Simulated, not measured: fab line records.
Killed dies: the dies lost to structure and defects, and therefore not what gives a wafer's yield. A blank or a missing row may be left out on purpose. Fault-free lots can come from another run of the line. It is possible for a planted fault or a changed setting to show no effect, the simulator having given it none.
fab line records -- flow nand-harc
[record] lots = 6, wafers = 18, last-day = 33
route steps=1302 shown A_DECK1_JOINT@537 A_ONON_D2@545
lots that met no fault: taken from a fault-free run of the same line
start-h: hours from the record's opening day to when the first of the lot's shown wafers began -- wait-h: hours elapsed since this lot's preceding step -- " identical to the entry in the row above -- L1.1+2: a single row standing in for several wafers -- - either no value or no given start -- * or withheld: withheld -- < > ~ a bound
route shown NAME@n: NAME is a module with steps in the file, n the number in the route of the first one -- usual: average and standard deviation across the fault-free wafers -- same: alike in all rows -- chamber/n: place in a boat -- sites: each site's reading -- _std_site: standard deviation of those values -- _edge_site: the outer-site mean with the inner-site mean subtracted -- radius-mm: for every site, how far away it sits from the centre of the wafer -- mask NAME#n: copy n -- behind: the last tool/chamber to shape the wafer -- hold: cause of the lot's hold/its duration in hours/its outcome -- device: transistor that didn't switch, given as n, p or np -- end of line: at the end of the route, the tests of the same wafers -- a step given without rows: its recipe and nothing more -- killed: dies that structure and defects cost at the first sort, which is not the same as the wafer's yield -- map: a wafer's dies, x killed, . not, _ none there
set.NAME: the setting that was run; set.NAME@STEP: the one run at that earlier step -- model.NAME: the simulator's own value behind a step, which no gauge read
lots at selected steps of the route; one table per step, one row per wafer
services: a tool's chamber out of use, with start hour (start-h, from the record's first day; less than 0 if before it), hours out, and reason
[[steps]]
[step NHARC_A_DECK1_JOINT_ANNEAL_28]
[recipe] temp-c = 500, time-s = 1800, idle-temp-c = 400, ramp-up-c-per-min = 10, densification-p-h2o-torr = 640
[step NHARC_A_DECK1_JOINT_ANNEAL_29]
[recipe] temp-c = 750, time-s = 1800, idle-temp-c = 500, ramp-up-c-per-min = 10, ramp-down-c-per-min = 3
[step NHARC_A_DECK1_JOINT_CMP_02]
[recipe] material = SiOx
[usual] motor-current-A = 12.0/1.7
lot.wafer,tool,chamber,start-h,wait-h,motor-current-A
L276.4,cmp-01,2,269.26,0.4,11.9
L276.6,cmp-01,2,269.26,0.4,12.2
L276.5,cmp-01,3,269.26,0.4,11.2
L275.2,cmp-04,0,269.27,0.4,9.5
L275.5,cmp-04,0,269.27,0.4,9.2
L275.6,cmp-04,1,269.27,0.4,15.2
L292.1,cmp-04,2,445.24,0.4,11.4
L292.3,cmp-04,0,445.24,0.4,9.2
L292.6,cmp-04,1,445.24,0.4,15.7
L296.4,cmp-03,1,473.03,0.4,12.0
L296.1,cmp-03,3,473.03,0.4,10.2
L296.5,cmp-03,2,473.03,0.4,10.4
L295.3,cmp-04,1,473.08,0.4,16.2
L295.5,cmp-04,3,473.08,0.4,13.3
L295.6,cmp-04,0,473.08,0.4,9.8
L297.3,cmp-03,1,493.09,0.4,12.0
L297.4,cmp-03,2,493.09,0.4,10.8
L297.2,cmp-03,3,493.09,0.4,10.1
[step NHARC_A_DECK1_JOINT_SRD_15]
[step NHARC_A_DECK1_JOINT_DEP_16]
[recipe] target-thk-a = 450, temp-c = 400, pressure-torr = 6.5, rf-w = 900, teos-flow-sccm = 161.4, flow-sccm = 2650, target-thk-nm = 45, gas = O2, material = SiO2
[usual] heater-power-w = 572/75, throttle-valve-pct = 15.9/0.54
lot.wafer,tool,chamber,start-h,wait-h,heater-power-w,throttle-valve-pct
L276.4,pecvd-01,2,269.74,0.2,585,16.5
L276.5,pecvd-01,0,269.74,0.2,585,15.5
L276.6,pecvd-01,1,269.74,0.2,571,15.9
L275.2,pecvd-02,0,269.76,0.2,714,15.7
L275.6,pecvd-02,0,269.76,0.2,743,15.9
L275.5,pecvd-02,1,269.76,0.2,515,15.1
L292.3,pecvd-01,1,445.60,0.1,514,15.7
L292.1,pecvd-01,2,445.60,0.1,723,16.2
L292.6,pecvd-01,1,445.60,0.1,536,15.7
L295.3,pecvd-02,0,473.45,0.1,612,16.0
L295.6,pecvd-02,0,473.45,0.1,598,15.6
L295.5,pecvd-02,1,473.45,0.1,628,15.6
L296.1,pecvd-04,1,473.48,0.1,608,16.5
L296.5,pecvd-04,2,473.48,0.1,602,15.9
L296.4,pecvd-04,1,473.48,0.1,590,16.6
L297.2,pecvd-04,1,493.49,0.1,524,16.5
L297.3,pecvd-04,0,493.49,0.1,580,15.5
L297.4,pecvd-04,1,493.49,0.1,506,16.5
[step NHARC_A_DECK1_JOINT_THK_MEAS_17]
[recipe] thk-meas-gauge = ellipsometry
[usual] thk-nm = 45.1/1.1
lot.wafer,tool,chamber,start-h,wait-h,thk-nm
L276.4,film-metro-02,-,269.93,0.2,44.5
L276.5,film-metro-02,-,269.93,0.2,46.1
L276.6,film-metro-02,-,269.93,0.2,45.0
L275.2,film-metro-01,-,270.04,0.3,45.5
L275.5,film-metro-01,-,270.04,0.3,45.9
L275.6,film-metro-01,-,270.04,0.3,44.5
L292.1,film-metro-02,-,445.88,0.2,44.0
L292.3,film-metro-02,-,445.88,0.2,44.7
L292.6,film-metro-02,-,445.88,0.2,45.0
L295.3,film-metro-02,-,473.70,0.2,44.0
L295.5,film-metro-02,-,473.70,0.2,46.5
L295.6,film-metro-02,-,473.70,0.2,44.9
L296.1,film-metro-01,-,473.70,0.2,44.5
L296.4,film-metro-01,-,473.70,0.2,44.1
L296.5,film-metro-01,-,473.70,0.2,45.6
L297.2,film-metro-01,-,493.77,0.3,47.1
L297.3,film-metro-01,-,493.77,0.3,46.2
L297.4,film-metro-01,-,493.77,0.3,45.7
[step NHARC_A_DECK1_JOINT_INSPECT_05]
[usual] raw-defect-count = 285/81
lot.wafer,tool,chamber,start-h,wait-h,raw-defect-count
L276.4,defect-inspect-01,-,269.97,0.0,159
L276.5,defect-inspect-01,-,269.97,0.0,238
L276.6,defect-inspect-01,-,269.97,0.0,190
L275.2,defect-inspect-01,-,270.08,0.0,125
L275.5,defect-inspect-01,-,270.08,0.0,240
L275.6,defect-inspect-01,-,270.08,0.0,218
L292.1,defect-inspect-01,-,445.92,0.0,313
L292.3,defect-inspect-01,-,445.92,0.0,231
L292.6,defect-inspect-01,-,445.92,0.0,208
L295.3,defect-inspect-01,-,473.74,0.0,362
L295.5,defect-inspect-01,-,473.74,0.0,414
L295.6,defect-inspect-01,-,473.74,0.0,331
L296.1,defect-inspect-02,-,473.74,0.0,167
L296.4,defect-inspect-02,-,473.74,0.0,178
L296.5,defect-inspect-02,-,473.74,0.0,179
L297.2,defect-inspect-02,-,493.81,0.0,175
L297.3,defect-inspect-02,-,493.81,0.0,254
L297.4,defect-inspect-02,-,493.81,0.0,194
[step NHARC_A_ONON_D2_DEP_00]
[recipe] target-thk-a = 10000, n2-flow-sccm = 2750, n2o-flow-sccm = 2000, nh3-flow-sccm = 500, sih4-flow-sccm = 210, temp-c = 400
[step NHARC_A_ONON_D2_THK_MEAS_02]
[recipe] thk-meas-gauge = ellipsometry
[usual] thk-nm = 1002/11
lot.wafer,tool,chamber,start-h,wait-h,thk-nm
L276.4,film-metro-01,-,270.54,-,1014
L276.5,film-metro-01,-,270.54,-,1018
L276.6,film-metro-01,-,270.54,-,1016
L275.2,film-metro-01,-,270.66,-,996
L275.5,film-metro-01,-,270.66,-,996
L275.6,film-metro-01,-,270.66,-,996
L292.1,film-metro-02,-,446.49,-,1013
L292.3,film-metro-02,-,446.49,-,1014
L292.6,film-metro-02,-,446.49,-,1014
L295.3,film-metro-01,-,474.31,-,999
L295.5,film-metro-01,-,474.31,-,998
L295.6,film-metro-01,-,474.31,-,1001
L296.1,film-metro-02,-,474.32,-,995
L296.4,film-metro-02,-,474.32,-,995
L296.5,film-metro-02,-,474.32,-,997
L297.2,film-metro-02,-,494.39,-,1008
L297.3,film-metro-02,-,494.39,-,1009
L297.4,film-metro-02,-,494.39,-,1007
[step NHARC_A_ONON_D2_DEP_03]
[recipe] target-thk-a = 10000, n2-flow-sccm = 2750, n2o-flow-sccm = 2000, nh3-flow-sccm = 500, sih4-flow-sccm = 210, temp-c = 400
[step NHARC_A_ONON_D2_THK_MEAS_05]
[recipe] thk-meas-gauge = ellipsometry
[usual] thk-nm = 998/11
lot.wafer,tool,chamber,start-h,wait-h,thk-nm
L276.4,film-metro-01,-,271.11,-,1006
L276.5,film-metro-01,-,271.11,-,1006
L276.6,film-metro-01,-,271.11,-,1005
L275.2,film-metro-01,-,271.25,-,980
L275.5,film-metro-01,-,271.25,-,978
L275.6,film-metro-01,-,271.25,-,978
L292.1,film-metro-01,-,447.06,-,999
L292.3,film-metro-01,-,447.06,-,999
L292.6,film-metro-01,-,447.06,-,999
L295.3,film-metro-02,-,474.88,-,975
L295.5,film-metro-02,-,474.88,-,975
L295.6,film-metro-02,-,474.88,-,974
L296.1,film-metro-02,-,474.89,-,998
L296.4,film-metro-02,-,474.89,-,998
L296.5,film-metro-02,-,474.89,-,998
L297.2,film-metro-02,-,494.95,-,1009
L297.3,film-metro-02,-,494.95,-,1008
L297.4,film-metro-02,-,494.95,-,1005
[step NHARC_A_ONON_D2_DEP_06]
[recipe] target-thk-a = 10000, n2-flow-sccm = 2750, n2o-flow-sccm = 2000, nh3-flow-sccm = 500, sih4-flow-sccm = 210, temp-c = 400
lot.wafer,tool,chamber,start-h,wait-h
L276.4+5+6,pecvd-onon-04,0,271.34,0.2
L275.2+5+6,pecvd-onon-03,0,271.37,0.1
L292.1+3+6,pecvd-onon-04,0,447.11,0.1
L296.1+4+5,pecvd-onon-03,0,474.94,0.1
L295.3+5+6,pecvd-onon-04,0,475.05,0.2
L297.2+3+4,pecvd-onon-01,0,495.07,0.1
[step NHARC_A_ONON_D2_THK_MEAS_08]
[recipe] thk-meas-gauge = ellipsometry
[usual] thk-nm = 1001/11
lot.wafer,tool,chamber,start-h,wait-h,hold,thk-nm
L276.4,film-metro-01,-,271.68,-,-,999
L276.5,film-metro-01,-,271.68,-,-,999
L276.6,film-metro-01,-,271.68,-,-,1001
L275.2,film-metro-02,-,271.81,-,-,1002
L275.5,film-metro-02,-,271.81,-,-,1004
L275.6,film-metro-02,-,271.81,-,-,1003
L292.1,film-metro-01,-,447.62,-,await-dispo/0.2h/release,565
L292.3,film-metro-01,-,447.62,-,await-dispo/0.2h/release,565
L292.6,film-metro-01,-,447.62,-,await-dispo/0.2h/release,567
L292.1,film-metro-01,-,447.79,0.2,-,566
L292.3,film-metro-01,-,447.79,0.2,-,566
L292.6,film-metro-01,-,447.79,0.2,-,565
L295.3,film-metro-01,-,475.44,-,await-dispo/0.2h/release,595
L295.5,film-metro-01,-,475.44,-,await-dispo/0.2h/release,594
L295.6,film-metro-01,-,475.44,-,await-dispo/0.2h/release,597
L295.3,film-metro-01,-,475.62,0.2,-,596
L295.5,film-metro-01,-,475.62,0.2,-,595
L295.6,film-metro-01,-,475.62,0.2,-,595
L296.1,film-metro-02,-,475.45,-,-,986
L296.4,film-metro-02,-,475.45,-,-,988
L296.5,film-metro-02,-,475.45,-,-,987
L297.2,film-metro-02,-,495.52,-,-,981
L297.3,film-metro-02,-,495.52,-,-,982
L297.4,film-metro-02,-,495.52,-,-,981
[[services]]
tool,chamber,start-h,hours,kind
pecvd-02,1,262.87,5.6,repair
cmp-03,-,269.03,4.0,pm
pecvd-04,-,269.57,13.0,pm
cmp-04,-,271.64,0.2,repair
cmp-03,-,284.16,4.6,repair
pecvd-04,-,290.80,3.0,repair
cmp-04,-,306.22,1.7,repair
pecvd-01,-,311.00,13.0,pm
pecvd-onon-04,-,311.25,13.0,pm
cmp-04,-,329.97,1.1,repair
pecvd-02,2,337.17,6.5,repair
pecvd-02,0,339.17,7.6,repair
cmp-03,-,341.20,2.8,repair
pecvd-04,-,348.98,0.8,repair
cmp-03,-,367.03,4.0,pm
pecvd-04,2,370.96,2.1,repair
pecvd-01,0,387.63,6.8,repair
cmp-04,-,405.88,4.0,pm
pecvd-02,-,408.00,13.0,pm
pecvd-onon-03,-,408.05,13.0,pm
cmp-04,-,429.54,2.1,repair
cmp-04,-,474.41,1.3,repair
cmp-04,-,490.18,0.3,repair
pecvd-onon-04,-,492.25,13.0,pm
[[key]]
[first-sign] step = NHARC_A_ONON_D2_THK_MEAS_08, reading = visit, direction = added
[effect] step = NHARC_A_ONON_D2_THK_MEAS_08, reading = thk-nm, direction = down, sigmas = 38, usual = 1001, struck = 581
met-at NHARC_A_ONON_D2_DEP_06
struck-wafers L292.1,L292.3,L292.6,L295.3,L295.5,L295.6
later-rows-left-out L292.1,L292.3,L292.6,L295.3,L295.5,L295.6
sort-left-out L292.1,L292.3,L292.6,L295.3,L295.5,L295.6
tester-left-out L292,L295
onset-between 271.34 447.11
also-fits NHARC_A_DECK1_JOINT_CMP_02:cmp-04
[fault] kind = process-parameter-drift, tool = pecvd-onon-04, chamber = -, onset-h = 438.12, steps = NHARC_A_ONON_D2_DEP_06, channel = target-thk-a, offset = *, shape = step, end-h = 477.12, acts-in = *, stated = *
// tester-left-out: of these lots the tester's yield and bins aren't shown, on N5 and GAA mostly nor the transistor test; their killed dies are dies lost to structure and defects alone, not to doping, threshold or leakage, so they don't give the yield
// sort-left-out: the simulated sort isn't trusted on such a fault, so these wafers' sort isn't shown, and their yield isn't known
// later-rows-left-out: the simulator's readings of these wafers behind a module that went badly wrong aren't trusted and aren't shown, but for the sort
